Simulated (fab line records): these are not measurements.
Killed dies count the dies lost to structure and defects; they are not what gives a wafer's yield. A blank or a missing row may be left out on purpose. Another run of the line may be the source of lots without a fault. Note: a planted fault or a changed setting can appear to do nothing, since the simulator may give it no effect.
Split-lot study / flow n5 finfet / 7 lots, 21 wafers read, on a route of 1938 steps

ON THE SPLIT
At N5_BEOL_M11_COAT_05 (resist thk 90 nm), the setting spin rpm was moved away from the recipe's 1500 rpm on 9 of the 21 wafers read, by -6.7% to +11.2%. For the rest of the wafers, this setting stayed at what the recipe calls for.

FROM THE SPLIT TO THE READING: what the file shows between them, 4 steps
- N5_BEOL_M11_EBR_07
- N5_BEOL_M11_SOFTBAKE_06: time 60 s
- N5_BEOL_M11_EXPOSE_08: exposes mask M11
- N5_BEOL_M11_PEB_09: peb time 60 s

THE READING
CAR-ArF_of_BEOL_M11_COAT_05.thk nm (the simulator's own value, which no gauge read), in nm, at N5_BEOL_M11_DEVELOP_10 (develop time 30 s). There is no usual value for it anywhere in the file. Across the 12 wafers here that went through the recipe, the average is 88.4 nm and the standard deviation 0.24 nm.

wafer=L077.1; tool, chamber at the split=litho track-05, 0; spin rpm as run, rpm=1500; against the recipe=recipe; CAR-ArF_of_BEOL_M11_COAT_05.thk nm, nm=88.8; against lot-mates on the recipe=-
wafer=L077.4; tool, chamber at the split=litho track-05, 0; spin rpm as run, rpm=1500; against the recipe=recipe; CAR-ArF_of_BEOL_M11_COAT_05.thk nm, nm=88.4; against lot-mates on the recipe=-
wafer=L077.5; tool, chamber at the split=litho track-05, 0; spin rpm as run, rpm=1558; against the recipe=+3.9%; CAR-ArF_of_BEOL_M11_COAT_05.thk nm, nm=86.8; against lot-mates on the recipe=-1.8
wafer=L081.2; tool, chamber at the split=litho track-04, 0; spin rpm as run, rpm=1500; against the recipe=recipe; CAR-ArF_of_BEOL_M11_COAT_05.thk nm, nm=88; against lot-mates on the recipe=-
wafer=L081.6; tool, chamber at the split=litho track-04, 0; spin rpm as run, rpm=1500; against the recipe=recipe; CAR-ArF_of_BEOL_M11_COAT_05.thk nm, nm=88; against lot-mates on the recipe=-
wafer=L081.4; tool, chamber at the split=litho track-04, 0; spin rpm as run, rpm=1668; against the recipe=+11.2%; CAR-ArF_of_BEOL_M11_COAT_05.thk nm, nm=83.6; against lot-mates on the recipe=-4.4
wafer=L083.2; tool, chamber at the split=litho track-04, 0; spin rpm as run, rpm=1500; against the recipe=recipe; CAR-ArF_of_BEOL_M11_COAT_05.thk nm, nm=88.6; against lot-mates on the recipe=-
wafer=L083.6; tool, chamber at the split=litho track-04, 0; spin rpm as run, rpm=1500; against the recipe=recipe; CAR-ArF_of_BEOL_M11_COAT_05.thk nm, nm=88.6; against lot-mates on the recipe=-
wafer=L083.5; tool, chamber at the split=litho track-04, 0; spin rpm as run, rpm=1657; against the recipe=+10.5%; CAR-ArF_of_BEOL_M11_COAT_05.thk nm, nm=84.4; against lot-mates on the recipe=-4.2
wafer=L084.2; tool, chamber at the split=litho track-03, 0; spin rpm as run, rpm=1591; against the recipe=+6.1%; CAR-ArF_of_BEOL_M11_COAT_05.thk nm, nm=85.8; against lot-mates on the recipe=-2.8
wafer=L084.3; tool, chamber at the split=litho track-03, 0; spin rpm as run, rpm=1500; against the recipe=recipe; CAR-ArF_of_BEOL_M11_COAT_05.thk nm, nm=88.6; against lot-mates on the recipe=-
wafer=L084.4; tool, chamber at the split=litho track-03, 0; spin rpm as run, rpm=1500; against the recipe=recipe; CAR-ArF_of_BEOL_M11_COAT_05.thk nm, nm=88.6; against lot-mates on the recipe=-
wafer=L086.3; tool, chamber at the split=litho track-03, 0; spin rpm as run, rpm=1399; against the recipe=-6.7%; CAR-ArF_of_BEOL_M11_COAT_05.thk nm, nm=92.4; against lot-mates on the recipe=no lot-mate on the recipe
wafer=L086.4; tool, chamber at the split=litho track-03, 0; spin rpm as run, rpm=1399; against the recipe=-6.7%; CAR-ArF_of_BEOL_M11_COAT_05.thk nm, nm=91.8; against lot-mates on the recipe=no lot-mate on the recipe
wafer=L086.5; tool, chamber at the split=litho track-03, 0; spin rpm as run, rpm=1399; against the recipe=-6.7%; CAR-ArF_of_BEOL_M11_COAT_05.thk nm, nm=92; against lot-mates on the recipe=no lot-mate on the recipe
wafer=L089.1; tool, chamber at the split=litho track-03, 0; spin rpm as run, rpm=1500; against the recipe=recipe; CAR-ArF_of_BEOL_M11_COAT_05.thk nm, nm=88.2; against lot-mates on the recipe=-
wafer=L089.6; tool, chamber at the split=litho track-03, 0; spin rpm as run, rpm=1500; against the recipe=recipe; CAR-ArF_of_BEOL_M11_COAT_05.thk nm, nm=88.2; against lot-mates on the recipe=-
wafer=L089.5; tool, chamber at the split=litho track-03, 0; spin rpm as run, rpm=1500; against the recipe=recipe; CAR-ArF_of_BEOL_M11_COAT_05.thk nm, nm=88.4; against lot-mates on the recipe=-
wafer=L097.1; tool, chamber at the split=litho track-05, 0; spin rpm as run, rpm=1543; against the recipe=+2.9%; CAR-ArF_of_BEOL_M11_COAT_05.thk nm, nm=87.2; against lot-mates on the recipe=-1.2
wafer=L097.3; tool, chamber at the split=litho track-05, 0; spin rpm as run, rpm=1543; against the recipe=+2.9%; CAR-ArF_of_BEOL_M11_COAT_05.thk nm, nm=87.4; against lot-mates on the recipe=-1.0
wafer=L097.6; tool, chamber at the split=litho track-05, 0; spin rpm as run, rpm=1500; against the recipe=recipe; CAR-ArF_of_BEOL_M11_COAT_05.thk nm, nm=88.4; against lot-mates on the recipe=-

FIT RESULTS
A straight line over all 21 wafers: CAR-ArF_of_BEOL_M11_COAT_05.thk nm changes by -0.457 nm for each +1% of spin rpm; r = -0.99; the points scatter about the line by 0.34 nm.
The same after taking each lot's own level away (the mean of its wafers on the recipe; 18 wafers): -0.406 nm for each +1%; r = -1.00; scatter 0.14 nm.
That fit puts the effect of the largest move of spin rpm on the reading at 4.5 nm.
Measured against the standard deviation above, the lots' own levels, which go from 88.00 to 88.60 nm, span 2.4 times it.
So the slope is not independent of the lot-to-lot level: the two fits are not the same.
Check: for one of the wafers moved furthest among these (+11.2%), held out of the fit, the line's prediction against its lot-mates is -4.67 nm. It came out at -4.4 nm against them.

THESE WAFERS: OTHER SPLITS
Before the reading, these wafers also passed through other splits. Each is held against what the fit with the lots' levels taken away leaves over:
other split on the same wafers=N5_BEOL_M9_DESCUM_16 time s; wafers away from the commonest value=6; r with CAR-ArF_of_BEOL_M11_COAT_05.thk nm (lot level and that fit taken away)=-0.49
other split on the same wafers=N5_BEOL_M10_PEB_26 peb time s; wafers away from the commonest value=5; r with CAR-ArF_of_BEOL_M11_COAT_05.thk nm (lot level and that fit taken away)=-0.42
other split on the same wafers=N5_BEOL_M11_HM_DEP_02 target thk a; wafers away from the commonest value=8; r with CAR-ArF_of_BEOL_M11_COAT_05.thk nm (lot level and that fit taken away)=-0.05

THE WHOLE CHAIN: every reading that the file lists as answering this split, in the file's order
step=N5_BEOL_M11_COAT_05; what it does=resist thk 90 nm; reading=CAR-ArF_of_BEOL_M11_COAT_05.thk nm (the simulator's own value, which no gauge read); change (the file's fit)=-0.404 nm for each +1% of the setting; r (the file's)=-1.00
step=N5_BEOL_M11_DEVELOP_10; what it does=develop time 30 s; reading=CAR-ArF_of_BEOL_M11_COAT_05.thk nm (the simulator's own value, which no gauge read); change (the file's fit)=-0.408 nm for each +1% of the setting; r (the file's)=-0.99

THE FILE'S OWN FIT
CAR-ArF_of_BEOL_M11_COAT_05.thk nm changes by -0.408 nm for each +1% of spin rpm, r = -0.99.
